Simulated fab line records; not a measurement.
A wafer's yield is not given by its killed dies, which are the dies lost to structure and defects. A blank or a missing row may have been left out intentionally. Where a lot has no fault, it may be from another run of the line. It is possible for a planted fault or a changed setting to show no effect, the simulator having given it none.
fab line records -- flow n5-finfet
record: lots: 5, wafers: 15, last-day: 17
route steps=1938 shown PASSIVATION@1921 END@1938
lots that met no fault: taken from a fault-free run of the same line
start-h: hours from the record's first day to the start of the lot's first wafer shown -- wait-h: time in hours since the lot's previous step -- " as in the row above -- L1.1+2: a row that stands for several wafers -- - no value, or no start was given -- * or withheld: withheld -- < > ~ a bound
route shown NAME@n: a module of which the file shows steps, and the number in the route of the first -- usual: average and standard deviation across the fault-free wafers -- same: alike in all rows -- chamber/n: place in a boat -- sites: per-site readings -- _std_site: standard deviation across them -- _edge_site: outer sites' mean less inner sites' -- radius-mm: for every site, how far away it sits from the centre of the wafer -- mask NAME#n: copy n -- behind: the last tool/chamber to shape the wafer -- hold: cause of the lot's hold/its duration in hours/its outcome -- device: the transistor (n, p or np) that didn't switch -- end of line: the tests these same wafers got at the end of their route -- a step with no rows: only its recipe -- killed: not the wafer's yield, but the dies lost to structure and defects at the first sort -- map: shows each die of a wafer: x if killed, . if not, _ if none is there
set.NAME: setting as actually run; set.NAME@STEP: the setting as run at that earlier step -- model.NAME: the simulator's own value behind a step, which no gauge read
certain route steps with their lots: each step a table, each wafer a row
services: the hour from which a tool's chamber was out of use, counted from the record's first day as start-h (under 0 if before that day), plus the number of hours and why
== steps ==
step: N5_PASSIVATION_EXPOSE_41
recipe: mask-id: PASS_OPEN, na: 0.55, defocus-nm: 0, source-shape: conventional, sigma-outer: 0.8, polarization: unpolarized, target-cd-nm: 40000, dose-mj: 57.25
same: na: 0.55, sigma-outer: 0.8
lot.wafer,tool,chamber,start-h,wait-h,mask
L085.1+4+5,krf-scanner-01,0,339.04,-,PASS_OPEN#0
L087.2+3+4,krf-scanner-01,0,351.02,-,PASS_OPEN#0
L088.1+2+3,krf-scanner-02,0,355.82,-,PASS_OPEN#0
L095.1+3+6,krf-scanner-01,0,386.74,-,PASS_OPEN#0
L096.2+3+5,krf-scanner-01,0,403.59,-,PASS_OPEN#0
step: N5_PASSIVATION_PEB_42
recipe: peb-temp-c: withheld, peb-time-s: *
usual: chill-plate-temp-C: *
lot.wafer,tool,chamber,start-h,wait-h,chill-plate-temp-C
L085.1,litho-track-05,0,339.10,0.1,*
L085.4,litho-track-05,0,339.10,0.1,*
L085.5,litho-track-05,0,339.10,0.1,*
L087.2,litho-track-05,0,351.07,0.0,*
L087.3,litho-track-05,0,351.07,0.0,*
L087.4,litho-track-05,0,351.07,0.0,*
L088.1,litho-track-02,0,355.88,0.1,*
L088.2,litho-track-02,0,355.88,0.1,*
L088.3,litho-track-02,0,355.88,0.1,*
L095.1,litho-track-04,0,386.80,0.1,*
L095.3,litho-track-04,0,386.80,0.1,*
L095.6,litho-track-04,0,386.80,0.1,*
L096.2,litho-track-05,0,403.65,0.0,*
L096.3,litho-track-05,0,403.65,0.0,*
L096.5,litho-track-05,0,403.65,0.0,*
step: N5_PASSIVATION_DEVELOP_43
recipe: develop-time-s: 60, rinse-liquid: diw, dry: air-spin, dev-temp-c: 21
usual: chill-plate-temp-C: 22.98/0.096
same: develop-time-s: 60
lot.wafer,tool,chamber,start-h,wait-h,chill-plate-temp-C
L085.1,litho-track-05,0,-,-,22.81
L085.4,litho-track-05,0,-,-,22.86
L085.5,litho-track-05,0,-,-,22.82
L087.2,litho-track-05,0,-,-,22.84
L087.3,litho-track-05,0,-,-,23.01
L087.4,litho-track-05,0,-,-,23.00
L088.1,litho-track-02,0,-,-,22.86
L088.2,litho-track-02,0,-,-,22.84
L088.3,litho-track-02,0,-,-,22.81
L095.1,litho-track-04,0,-,-,23.07
L095.3,litho-track-04,0,-,-,22.96
L095.6,litho-track-04,0,-,-,23.08
L096.2,litho-track-05,0,-,-,23.05
L096.3,litho-track-05,0,-,-,23.12
L096.5,litho-track-05,0,-,-,23.08
step: N5_PASSIVATION_HARDBAKE_45
recipe: temp-c: 130, time-s: 120
usual: chill-plate-temp-C: 22.99/0.095, plate-temp-C: 130.01/0.15
lot.wafer,tool,chamber,start-h,wait-h,chill-plate-temp-C,plate-temp-C
L085.1,litho-track-05,0,-,-,22.98,130.06
L085.4,litho-track-05,0,-,-,22.94,130.21
L085.5,litho-track-05,0,-,-,22.96,130.14
L087.2,litho-track-05,0,-,-,22.99,129.89
L087.3,litho-track-05,0,-,-,22.89,130.02
L087.4,litho-track-05,0,-,-,22.82,130.05
L088.1,litho-track-02,0,-,-,23.03,129.86
L088.2,litho-track-02,0,-,-,23.03,130.33
L088.3,litho-track-02,0,-,-,22.98,130.15
L095.1,litho-track-04,0,-,-,23.00,129.86
L095.3,litho-track-04,0,-,-,23.13,129.89
L095.6,litho-track-04,0,-,-,23.13,129.99
L096.2,litho-track-05,0,-,-,23.06,130.01
L096.3,litho-track-05,0,-,-,22.80,129.87
L096.5,litho-track-05,0,-,-,22.83,130.05
step: N5_PASSIVATION_CD_MEAS_44
recipe: target-cd-nm: 40000, landing-energy-ev: 500, detector: se-inlens
usual: cd-nm: 39997/5.2
lot.wafer,tool,chamber,start-h,wait-h,cd-nm
L085.1,cd-sem-01,0,339.22,-,40008
L085.4,cd-sem-01,0,339.22,-,40001
L085.5,cd-sem-01,0,339.22,-,40003
L087.2,cd-sem-01,0,351.19,-,40004
L087.3,cd-sem-01,0,351.19,-,39998
L087.4,cd-sem-01,0,351.19,-,40000
L088.1,cd-sem-02,0,356.00,-,40001
L088.2,cd-sem-02,0,356.00,-,40003
L088.3,cd-sem-02,0,356.00,-,39999
L095.1,cd-sem-02,0,386.92,-,39993
L095.3,cd-sem-02,0,386.92,-,39996
L095.6,cd-sem-02,0,386.92,-,39994
L096.2,cd-sem-02,0,403.77,-,39993
L096.3,cd-sem-02,0,403.77,-,40004
L096.5,cd-sem-02,0,403.77,-,39999
step: N5_PASSIVATION_OVL_MEAS_66
recipe: points-per-wafer: 44
usual: PASS_OPEN_OVL: 2/5.1
lot.wafer,tool,chamber,start-h,wait-h,PASS_OPEN_OVL[nm]
L085.1,overlay-01,0,339.25,0.0,13
L085.4,overlay-01,0,339.25,0.0,9
L085.5,overlay-01,0,339.25,0.0,15
L087.2,overlay-02,0,351.22,0.0,9
L087.3,overlay-02,0,351.22,0.0,-2
L087.4,overlay-02,0,351.22,0.0,7
L088.1,overlay-01,0,356.03,0.0,6
L088.2,overlay-01,0,356.03,0.0,9
L088.3,overlay-01,0,356.03,0.0,5
L095.1,overlay-02,0,386.95,0.0,0
L095.3,overlay-02,0,386.95,0.0,-2
L095.6,overlay-02,0,386.95,0.0,-3
L096.2,overlay-01,0,403.80,0.0,-4
L096.3,overlay-01,0,403.80,0.0,-3
L096.5,overlay-01,0,403.80,0.0,-1
step: N5_PASSIVATION_INSPECT_67
recipe: mode: adi, inspect-instrument: macro
usual: raw-defect-count: 2.3/1.4
lot.wafer,tool,chamber,start-h,wait-h,raw-defect-count
L085.1,defect-inspect-02,-,339.28,0.0,2
L085.4,defect-inspect-02,-,339.28,0.0,1
L085.5,defect-inspect-02,-,339.28,0.0,1
L087.2,defect-inspect-02,-,351.25,0.0,3
L087.3,defect-inspect-02,-,351.25,0.0,4
L087.4,defect-inspect-02,-,351.25,0.0,2
L088.1,defect-inspect-02,-,356.05,0.0,1
L088.2,defect-inspect-02,-,356.05,0.0,0
L088.3,defect-inspect-02,-,356.05,0.0,3
L095.1,defect-inspect-02,-,386.97,0.0,4
L095.3,defect-inspect-02,-,386.97,0.0,3
L095.6,defect-inspect-02,-,386.97,0.0,2
L096.2,defect-inspect-02,-,403.82,0.0,2
L096.3,defect-inspect-02,-,403.82,0.0,3
L096.5,defect-inspect-02,-,403.82,0.0,1
step: N5_PASSIVATION_DESCUM_46
recipe: chemistry: O2, time-s: 7.9, source-power-w: 50, bias-power-w: 20, pressure-mtorr: 20, rf-frequency-hz: 2.712e+07, temp-c: 40, o2-flow-sccm: 225
usual: chamber-pressure-mTorr: 20.003/0.017, drypump-motor-current-A: 5.5/0.5, oes-product-au: 0.84/0.069, rf-vpp-V: 242.9/1.2, showerhead-plenum-p-Torr: 2.08/0.05, throttle-valve-pct: 20.48/0.15
lot.wafer,tool,chamber,start-h,wait-h,chamber-pressure-mTorr,drypump-motor-current-A,oes-product-au,rf-hours-counter-h,rf-vpp-V,showerhead-plenum-p-Torr,throttle-valve-pct
L085.1,rie-diel-06,0,339.31,0.0,20.011,5.2,0.81,95,244.0,2.10,20.15
L085.4,rie-diel-06,1,339.31,0.0,20.020,5.9,0.90,31,243.6,2.04,20.53
L085.5,rie-diel-06,0,339.31,0.0,20.003,5.2,0.80,-,241.4,2.10,20.14
L087.2,rie-diel-06,1,351.28,0.0,19.997,5.9,0.90,35,245.1,2.04,20.51
L087.3,rie-diel-06,3,351.28,0.0,20.008,4.8,0.93,11,244.2,2.16,20.45
L087.4,rie-diel-06,0,351.28,0.0,20.010,5.2,0.80,100,243.7,2.10,20.16
L088.1,rie-diel-03,3,356.19,0.1,20.019,5.5,0.85,50,243.9,2.14,20.52
L088.2,rie-diel-03,2,356.19,0.1,19.966,5.8,0.80,110,244.8,2.13,20.50
L088.3,rie-diel-03,0,356.19,0.1,20.015,6.3,0.86,68,242.8,2.03,20.50
L095.1,rie-diel-05,2,387.01,0.0,20.009,4.8,0.68,236,240.7,2.00,20.76
L095.3,rie-diel-05,1,387.01,0.0,20.015,5.0,0.77,111,244.8,2.10,20.40
L095.6,rie-diel-05,0,387.01,0.0,20.024,5.8,0.79,-,243.1,2.00,20.45
L096.2,rie-diel-03,1,404.11,0.3,19.995,5.9,0.81,93,242.8,2.03,20.49
L096.3,rie-diel-03,0,404.11,0.3,20.008,6.3,0.84,83,240.9,2.02,20.55
L096.5,rie-diel-03,3,404.11,0.3,19.977,5.5,0.82,-,244.5,2.13,20.55
step: N5_PASSIVATION_PASS_ETCH_47
recipe: chemistry: CF4/O2, target: SiNx, target-depth-a: 7700, time-s: 385, ion-energy-ev: 100, pressure-mtorr: 40, source-w: 535, bias-w: 49, Ar_flow_sccm: 100, cf4-flow-sccm: 100, O2_flow_sccm: 10
usual: chamber-pressure-mTorr: 40.00/0.035, drypump-motor-current-A: 5.5/0.5, oes-product-au: 0.84/0.065, rf-vpp-V: 240/5.8, showerhead-plenum-p-Torr: 2.19/0.046, throttle-valve-pct: 15.84/0.16
lot.wafer,tool,chamber,start-h,wait-h,chamber-pressure-mTorr,drypump-motor-current-A,oes-product-au,rf-hours-counter-h,rf-vpp-V,showerhead-plenum-p-Torr,throttle-valve-pct
L085.1,rie-diel-06,0,339.34,0.0,39.92,5.2,0.81,95,231,2.24,15.67
L085.4,rie-diel-06,1,339.34,0.0,39.99,5.9,0.89,31,240,2.16,15.89
L085.5,rie-diel-06,0,339.34,0.0,40.00,5.2,0.81,-,234,2.24,15.68
L087.2,rie-diel-06,1,351.32,0.0,39.98,5.9,0.88,35,238,2.16,15.91
L087.3,rie-diel-06,3,351.32,0.0,40.02,4.8,0.93,11,236,2.26,15.73
L087.4,rie-diel-06,0,351.32,0.0,39.99,5.3,0.81,100,232,2.24,15.69
L088.1,rie-diel-03,3,356.23,0.0,40.02,5.5,0.85,50,245,2.23,15.81
L088.2,rie-diel-03,2,356.23,0.0,39.99,5.8,0.81,110,246,2.21,15.64
L088.3,rie-diel-03,0,356.23,0.0,40.01,6.3,0.85,68,249,2.17,16.06
L095.1,rie-diel-05,2,387.04,0.0,39.98,4.8,0.69,236,228,2.09,16.10
L095.3,rie-diel-05,1,387.04,0.0,39.99,5.1,0.76,111,247,2.21,15.79
L095.6,rie-diel-05,0,387.04,0.0,39.98,5.9,0.80,-,236,2.14,16.09
L096.2,rie-diel-03,1,404.15,0.0,40.02,5.9,0.81,93,239,2.12,15.79
L096.3,rie-diel-03,0,404.15,0.0,40.00,6.3,0.82,83,248,2.17,16.09
L096.5,rie-diel-03,3,404.15,0.0,40.05,5.5,0.83,-,245,2.23,15.86
step: N5_PASSIVATION_ETCH_54
recipe: chemistry: CHF3/O2, target: SiO2, target-depth-a: 8800, CHF3_flow_sccm: 50, O2_flow_sccm: 5, Ar_flow_sccm: 200, time-s: 440, mask-material: PR, pressure-mtorr: 30, source-w: 650, bias-w: 170, ion-energy-ev: 200
usual: CHF3_flow_sccm: 50.00/0.13, chamber-pressure-mTorr: 29.998/0.027, drypump-motor-current-A: 5.5/0.5, oes-product-au: 0.84/0.066, rf-vpp-V: 521/12, showerhead-plenum-p-Torr: 2.39/0.053, throttle-valve-pct: 18.79/0.16
lot.wafer,tool,chamber,start-h,wait-h,CHF3_flow_sccm,chamber-pressure-mTorr,drypump-motor-current-A,oes-product-au,rf-hours-counter-h,rf-vpp-V,showerhead-plenum-p-Torr,throttle-valve-pct
L085.1,rie-diel-06,0,339.57,0.1,49.91,30.014,5.3,0.80,96,506,2.44,18.62
L085.4,rie-diel-06,1,339.57,0.1,50.14,29.995,5.9,0.89,31,520,2.37,18.91
L085.5,rie-diel-06,0,339.57,0.1,49.88,30.056,5.3,0.81,-,506,2.44,18.60
L087.2,rie-diel-06,1,351.54,0.1,49.82,29.930,5.9,0.89,35,519,2.37,18.93
L087.3,rie-diel-06,3,351.54,0.1,49.77,30.028,4.8,0.93,11,516,2.49,18.82
L087.4,rie-diel-06,0,351.54,0.1,49.96,30.026,5.2,0.81,100,506,2.44,18.62
L088.1,rie-diel-03,3,356.46,0.1,50.00,29.981,5.5,0.85,50,532,2.42,18.62
L088.2,rie-diel-03,2,356.46,0.1,50.02,30.042,5.8,0.81,110,535,2.43,18.68
L088.3,rie-diel-03,0,356.46,0.1,50.18,29.986,6.3,0.85,68,534,2.37,19.00
L095.1,rie-diel-05,2,387.27,0.1,50.25,29.995,4.8,0.69,236,496,2.28,19.01
L095.3,rie-diel-05,1,387.27,0.1,49.95,29.989,5.1,0.77,112,539,2.41,18.69
L095.6,rie-diel-05,0,387.27,0.1,49.96,30.001,5.9,0.79,-,517,2.33,18.99
L096.2,rie-diel-03,1,404.38,0.1,49.99,30.012,5.9,0.80,93,523,2.32,18.76
L096.3,rie-diel-03,0,404.38,0.1,49.91,30.021,6.3,0.83,83,534,2.36,19.02
L096.5,rie-diel-03,3,404.38,0.1,49.94,29.976,5.5,0.83,-,533,2.41,18.64
step: N5_PASSIVATION_STRIP_48
recipe: chemistry: O2, power-w: 600, temp-c: 60, pressure-mtorr: 30, rf-frequency-hz: 6e+07, bias-power-w: 0, overash-fraction: 0.5, o2-flow-sccm: 225
usual: chamber-pressure-mTorr: 30.01/0.15, drypump-motor-current-A: 5.5/0.51, oes-product-au: 0.83/0.07, rf-vpp-V: 3.6/2.3, showerhead-plenum-p-Torr: 2.08/0.049, throttle-valve-pct: 16.67/0.15
lot.wafer,tool,chamber,start-h,wait-h,chamber-pressure-mTorr,drypump-motor-current-A,oes-product-au,rf-hours-counter-h,rf-vpp-V,showerhead-plenum-p-Torr,throttle-valve-pct
L085.1,rie-diel-06,0,339.86,0.1,30.04,5.2,0.81,96,9.3,2.11,16.40
L085.4,rie-diel-06,1,339.86,0.1,30.11,5.9,0.88,32,1.8,2.05,16.72
L085.5,rie-diel-06,0,339.86,0.1,30.16,5.3,0.80,-,0.8,2.11,16.40
L087.2,rie-diel-06,1,351.83,0.1,30.16,5.9,0.89,36,2.2,2.04,16.68
L087.3,rie-diel-06,3,351.83,0.1,30.14,4.9,0.97,11,4.5,2.16,16.71
L087.4,rie-diel-06,0,351.83,0.1,29.98,5.3,0.79,101,6.6,2.10,16.37
L088.1,rie-diel-03,3,356.75,0.1,30.15,5.5,0.84,50,6.3,2.14,16.70
L088.2,rie-diel-03,2,356.75,0.1,29.90,5.8,0.80,110,2.9,2.13,16.65
L088.3,rie-diel-03,0,356.75,0.1,30.09,6.3,0.86,68,2.5,2.03,16.74
L095.1,rie-diel-05,2,387.56,0.1,30.12,4.8,0.70,236,4.2,2.00,17.07
L095.3,rie-diel-05,1,387.56,0.1,29.80,5.1,0.78,112,5.5,2.11,16.63
L095.6,rie-diel-05,0,387.56,0.1,29.90,5.9,0.77,-,1.1,2.01,16.73
L096.2,rie-diel-03,1,404.67,0.1,30.11,5.9,0.81,93,2.8,2.04,16.82
L096.3,rie-diel-03,0,404.67,0.1,30.22,6.2,0.87,83,1.9,2.03,16.73
L096.5,rie-diel-03,3,404.67,0.1,30.13,5.5,0.78,-,4.2,2.13,16.73
step: N5_PASSIVATION_STRIP_52
recipe: chemistry: post-etch-residue-remover, time-s: 1200, temp-c: 72.5
lot.wafer,tool,chamber,start-h,wait-h
L085.1+4+5,wet-bench-03,"2,7,6",339.93,-
L087.2+3+4,wet-bench-02,"3,6,4",351.90,-
L088.1+2+3,wet-bench-02,"3,2,4",356.81,-
L095.1+3+6,wet-bench-05,"1,0,5",387.62,-
L096.2+3+5,wet-bench-03,"1,3,0",404.73,-
step: N5_PASSIVATION_CLEAN_71
recipe: chemistry: IPA, time-s: 180, temp-c: 25
lot.wafer,tool,chamber,start-h,wait-h
L085.1+4+5,wet-bench-03,"2,7,6",340.26,0.0
L087.2+3+4,wet-bench-02,"3,6,4",353.41,1.1
L088.1+2+3,wet-bench-02,"3,2,4",357.15,0.0
L095.1+3+6,wet-bench-05,"1,0,5",387.96,0.0
L096.2+3+5,wet-bench-03,"1,3,0",405.07,0.0
step: N5_PASSIVATION_SRD_72
recipe: dry: ipa-marangoni, time-s: 30, temp-c: 23, rinse-liquid: diw
lot.wafer,tool,chamber,start-h,wait-h
L085.1+4+5,wet-bench-03,"2,7,6",340.31,0.0
L087.2+3+4,wet-bench-02,"3,6,4",353.47,0.0
L088.1+2+3,wet-bench-02,"3,2,4",357.20,0.0
L095.1+3+6,wet-bench-05,"1,0,5",388.01,0.0
L096.2+3+5,wet-bench-03,"1,3,0",405.12,0.0
step: N5_PASSIVATION_ANNEAL_56
recipe: temp-c: 400, time-s: 1800, ambient: FGA, idle-temp-c: 300, ramp-up-c-per-min: 5, ramp-down-c-per-min: 3
lot.wafer,tool,chamber,start-h,wait-h
L085.1+4+5,furnace-02,0,340.36,0.0
L087.2+3+4,furnace-01,0,353.51,0.0
L088.1+2+3,furnace-01,0,357.24,0.0
L095.1+3+6,furnace-02,0,388.68,0.7
L096.2+3+5,furnace-02,0,405.16,0.0
step: N5_PASSIVATION_INSPECT_57
recipe: inspect-instrument: macro, mode: outgoing
usual: raw-defect-count: 1.9/1.3
lot.wafer,tool,chamber,start-h,wait-h,raw-defect-count
L085.1,defect-inspect-02,-,342.72,0.0,1
L085.4,defect-inspect-02,-,342.72,0.0,1
L085.5,defect-inspect-02,-,342.72,0.0,0
L087.2,defect-inspect-01,-,355.87,0.0,0
L087.3,defect-inspect-01,-,355.87,0.0,0
L087.4,defect-inspect-01,-,355.87,0.0,3
L088.1,defect-inspect-02,-,359.59,0.0,2
L088.2,defect-inspect-02,-,359.59,0.0,1
L088.3,defect-inspect-02,-,359.59,0.0,1
L095.1,defect-inspect-02,-,391.03,0.0,1
L095.3,defect-inspect-02,-,391.03,0.0,3
L095.6,defect-inspect-02,-,391.03,0.0,2
L096.2,defect-inspect-02,-,407.51,0.0,3
L096.3,defect-inspect-02,-,407.51,0.0,5
L096.5,defect-inspect-02,-,407.51,0.0,1
== services ==
tool,chamber,start-h,hours,kind
rie-diel-05,3,321.96,-,clean
rie-diel-05,3,321.96,-,consumable-replace:focus-ring
krf-scanner-01,-,324.94,4.0,pm
litho-track-02,-,328.68,-,consumable-replace:filter
krf-scanner-01,-,329.20,1.0,pm
krf-scanner-02,-,330.20,1.0,pm
krf-scanner-02,-,361.61,3.6,pm
krf-scanner-02,-,371.98,0.1,repair
furnace-01,-,379.85,10.5,repair
wet-bench-02,-,380.70,1.9,pm
rie-diel-03,2,393.81,1.2,repair
krf-scanner-02,-,396.09,0.8,repair
krf-scanner-02,-,397.99,1.3,pm
== key ==
fault none
